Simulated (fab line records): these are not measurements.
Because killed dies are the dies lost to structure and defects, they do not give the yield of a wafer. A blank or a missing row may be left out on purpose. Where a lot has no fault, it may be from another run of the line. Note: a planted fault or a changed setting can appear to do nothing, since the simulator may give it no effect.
Split-lot trial || flow n5Finfet || 7 lots, 21 wafers read, on a route of 1938 steps

## THE SPLIT
At N5_MOL_CONTACT_COAG_COAT_64 (time 60 s, resist thk 10 nm), the setting spinRpm was moved away from the recipe's 1500 rpm on 8 of the 21 wafers read, by -10.5% to +9.7%. All remaining wafers had this setting at the recipe value.

## FROM THE SPLIT TO THE READING: what the file shows between them, 4 steps
- N5_MOL_CONTACT_COAG_COAT_34: resist thk 40 nm
- N5_MOL_CONTACT_COAG_EBR_36
- N5_MOL_CONTACT_COAG_DESCUM_45: chemistry O2, time 7 s
- N5_MOL_CONTACT_COAG_ETCH_65: etches underlayer in N2/H2, target depth 13 nm, time 10.4 s

## THE READING
CAR-EUV_of_MOL_CONTACT_COAG_COAT_34.thkNm (the simulator's own value, which no gauge read), in nm, at N5_MOL_CONTACT_COAG_ETCH_66 (etches SiARC in CF4, target depth 13 nm, time 21.7 s). The file does not state a usual value for it. Here, 13 wafers ran the recipe; their average is 16.9 nm with a standard deviation of 0.15 nm.

{"wafer": "L077.2", "tool, chamber at the split": "lithoTrack-05, 0", "spinRpm as run, rpm": 1396, "against the recipe": "-6.9%", "CAR-EUV_of_MOL_CONTACT_COAG_COAT_34.thkNm, nm": 16.4, "against lot-mates on the recipe": -0.4}
{"wafer": "L077.4", "tool, chamber at the split": "lithoTrack-05, 0", "spinRpm as run, rpm": 1396, "against the recipe": "-6.9%", "CAR-EUV_of_MOL_CONTACT_COAG_COAT_34.thkNm, nm": 16.4, "against lot-mates on the recipe": -0.4}
{"wafer": "L077.5", "tool, chamber at the split": "lithoTrack-05, 0", "spinRpm as run, rpm": 1500, "against the recipe": "recipe", "CAR-EUV_of_MOL_CONTACT_COAG_COAT_34.thkNm, nm": 16.8, "against lot-mates on the recipe": "-"}
{"wafer": "L078.1", "tool, chamber at the split": "lithoTrack-04, 0", "spinRpm as run, rpm": 1646, "against the recipe": "+9.7%", "CAR-EUV_of_MOL_CONTACT_COAG_COAT_34.thkNm, nm": 17.6, "against lot-mates on the recipe": "+0.6"}
{"wafer": "L078.3", "tool, chamber at the split": "lithoTrack-04, 0", "spinRpm as run, rpm": 1646, "against the recipe": "+9.7%", "CAR-EUV_of_MOL_CONTACT_COAG_COAT_34.thkNm, nm": 17.6, "against lot-mates on the recipe": "+0.6"}
{"wafer": "L078.2", "tool, chamber at the split": "lithoTrack-04, 0", "spinRpm as run, rpm": 1500, "against the recipe": "recipe", "CAR-EUV_of_MOL_CONTACT_COAG_COAT_34.thkNm, nm": 17, "against lot-mates on the recipe": "-"}
{"wafer": "L079.2", "tool, chamber at the split": "lithoTrack-04, 0", "spinRpm as run, rpm": 1500, "against the recipe": "recipe", "CAR-EUV_of_MOL_CONTACT_COAG_COAT_34.thkNm, nm": 16.8, "against lot-mates on the recipe": "-"}
{"wafer": "L079.6", "tool, chamber at the split": "lithoTrack-04, 0", "spinRpm as run, rpm": 1500, "against the recipe": "recipe", "CAR-EUV_of_MOL_CONTACT_COAG_COAT_34.thkNm, nm": 16.8, "against lot-mates on the recipe": "-"}
{"wafer": "L079.3", "tool, chamber at the split": "lithoTrack-04, 0", "spinRpm as run, rpm": 1578, "against the recipe": "+5.2%", "CAR-EUV_of_MOL_CONTACT_COAG_COAT_34.thkNm, nm": 17.2, "against lot-mates on the recipe": "+0.4"}
{"wafer": "L081.3", "tool, chamber at the split": "lithoTrack-01, 0", "spinRpm as run, rpm": 1500, "against the recipe": "recipe", "CAR-EUV_of_MOL_CONTACT_COAG_COAT_34.thkNm, nm": 17.2, "against lot-mates on the recipe": "-"}
{"wafer": "L081.6", "tool, chamber at the split": "lithoTrack-01, 0", "spinRpm as run, rpm": 1500, "against the recipe": "recipe", "CAR-EUV_of_MOL_CONTACT_COAG_COAT_34.thkNm, nm": 17.2, "against lot-mates on the recipe": "-"}
{"wafer": "L081.5", "tool, chamber at the split": "lithoTrack-01, 0", "spinRpm as run, rpm": 1500, "against the recipe": "recipe", "CAR-EUV_of_MOL_CONTACT_COAG_COAT_34.thkNm, nm": 17, "against lot-mates on the recipe": "-"}
{"wafer": "L093.1", "tool, chamber at the split": "lithoTrack-01, 0", "spinRpm as run, rpm": 1343, "against the recipe": "-10.5%", "CAR-EUV_of_MOL_CONTACT_COAG_COAT_34.thkNm, nm": 16, "against lot-mates on the recipe": -0.8}
{"wafer": "L093.3", "tool, chamber at the split": "lithoTrack-01, 0", "spinRpm as run, rpm": 1343, "against the recipe": "-10.5%", "CAR-EUV_of_MOL_CONTACT_COAG_COAT_34.thkNm, nm": 16.2, "against lot-mates on the recipe": -0.6}
{"wafer": "L093.5", "tool, chamber at the split": "lithoTrack-01, 0", "spinRpm as run, rpm": 1500, "against the recipe": "recipe", "CAR-EUV_of_MOL_CONTACT_COAG_COAT_34.thkNm, nm": 16.8, "against lot-mates on the recipe": "-"}
{"wafer": "L095.1", "tool, chamber at the split": "lithoTrack-04, 0", "spinRpm as run, rpm": 1500, "against the recipe": "recipe", "CAR-EUV_of_MOL_CONTACT_COAG_COAT_34.thkNm, nm": 16.8, "against lot-mates on the recipe": "-"}
{"wafer": "L095.2", "tool, chamber at the split": "lithoTrack-04, 0", "spinRpm as run, rpm": 1500, "against the recipe": "recipe", "CAR-EUV_of_MOL_CONTACT_COAG_COAT_34.thkNm, nm": 16.8, "against lot-mates on the recipe": "-"}
{"wafer": "L095.5", "tool, chamber at the split": "lithoTrack-04, 0", "spinRpm as run, rpm": 1500, "against the recipe": "recipe", "CAR-EUV_of_MOL_CONTACT_COAG_COAT_34.thkNm, nm": 16.8, "against lot-mates on the recipe": "-"}
{"wafer": "L096.1", "tool, chamber at the split": "lithoTrack-01, 0", "spinRpm as run, rpm": 1419, "against the recipe": "-5.4%", "CAR-EUV_of_MOL_CONTACT_COAG_COAT_34.thkNm, nm": 16.6, "against lot-mates on the recipe": -0.3}
{"wafer": "L096.2", "tool, chamber at the split": "lithoTrack-01, 0", "spinRpm as run, rpm": 1500, "against the recipe": "recipe", "CAR-EUV_of_MOL_CONTACT_COAG_COAT_34.thkNm, nm": 16.8, "against lot-mates on the recipe": "-"}
{"wafer": "L096.5", "tool, chamber at the split": "lithoTrack-01, 0", "spinRpm as run, rpm": 1500, "against the recipe": "recipe", "CAR-EUV_of_MOL_CONTACT_COAG_COAT_34.thkNm, nm": 17, "against lot-mates on the recipe": "-"}

FIT RESULTS
A straight line over all 21 wafers: CAR-EUV_of_MOL_CONTACT_COAG_COAT_34.thkNm changes by +0.0722 nm for each +1% of spinRpm; r = +0.95; the points scatter about the line by 0.13 nm.
The same after taking each lot's own level away (the mean of its wafers on the recipe; 21 wafers): +0.0635 nm for each +1%; r = +0.98; scatter 0.065 nm.
Per that fit: largest spinRpm move, reading shift of 0.67 nm.
Across the lots, their own levels run from 16.80 to 17.13 nm, a range of 2.2 times the standard deviation given above.
Hence the slope depends on the lot-to-lot level, as the two fits are not the same.
Check: for one of the wafers moved furthest among these (-10.5%), held out of the fit, the line's prediction against its lot-mates is -0.622 nm. It came out at -0.8 nm against them.

## ADDITIONAL SPLITS CARRIED BY THESE WAFERS
Other splits were also applied to these wafers ahead of the reading. Each is held against what the fit with the lots' levels taken away leaves over:
{"other split on the same wafers": "N5_SDB_ALD_29 aldCycles", "wafers away from the commonest value": 8, "r with CAR-EUV_of_MOL_CONTACT_COAG_COAT_34.thkNm (lot level and that fit taken away)": "+0.15"}
{"other split on the same wafers": "N5_MOL_CONTACT_COAG_CONTACT_ETCH_14 sourceW", "wafers away from the commonest value": 6, "r with CAR-EUV_of_MOL_CONTACT_COAG_COAT_34.thkNm (lot level and that fit taken away)": -0.15}

## THE WHOLE CHAIN: every reading that the file lists as answering this split, in the file's order
{"step": "N5_MOL_CONTACT_COAG_COAT_64", "what it does": "time 60 s, resist thk 10 nm", "reading": "underlayer_of_MOL_CONTACT_COAG_COAT_64.thkNm (the simulator's own value, which no gauge read)", "change (the file's fit)": "-0.0523 nm for each +1% of the setting", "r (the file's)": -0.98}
{"step": "N5_MOL_CONTACT_COAG_ETCH_65", "what it does": "etches underlayer in N2/H2, target depth 13 nm, time 10.4 s", "reading": "etch.depthNm (the simulator's own value, which no gauge read)", "change (the file's fit)": "-0.0514 nm for each +1% of the setting", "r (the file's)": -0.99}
{"step": "N5_MOL_CONTACT_COAG_ETCH_65", "what it does": "etches underlayer in N2/H2, target depth 13 nm, time 10.4 s", "reading": "CAR-EUV_of_MOL_CONTACT_COAG_COAT_34.thkNm (the simulator's own value, which no gauge read)", "change (the file's fit)": "+0.06 nm for each +1% of the setting", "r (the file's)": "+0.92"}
{"step": "N5_MOL_CONTACT_COAG_ETCH_66", "what it does": "etches SiARC in CF4, target depth 13 nm, time 21.7 s", "reading": "CAR-EUV_of_MOL_CONTACT_COAG_COAT_34.thkNm (the simulator's own value, which no gauge read)", "change (the file's fit)": "+0.0637 nm for each +1% of the setting", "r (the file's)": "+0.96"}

## THE FILE'S OWN FIT
CAR-EUV_of_MOL_CONTACT_COAG_COAT_34.thkNm changes by +0.0637 nm for each +1% of spinRpm, r = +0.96.
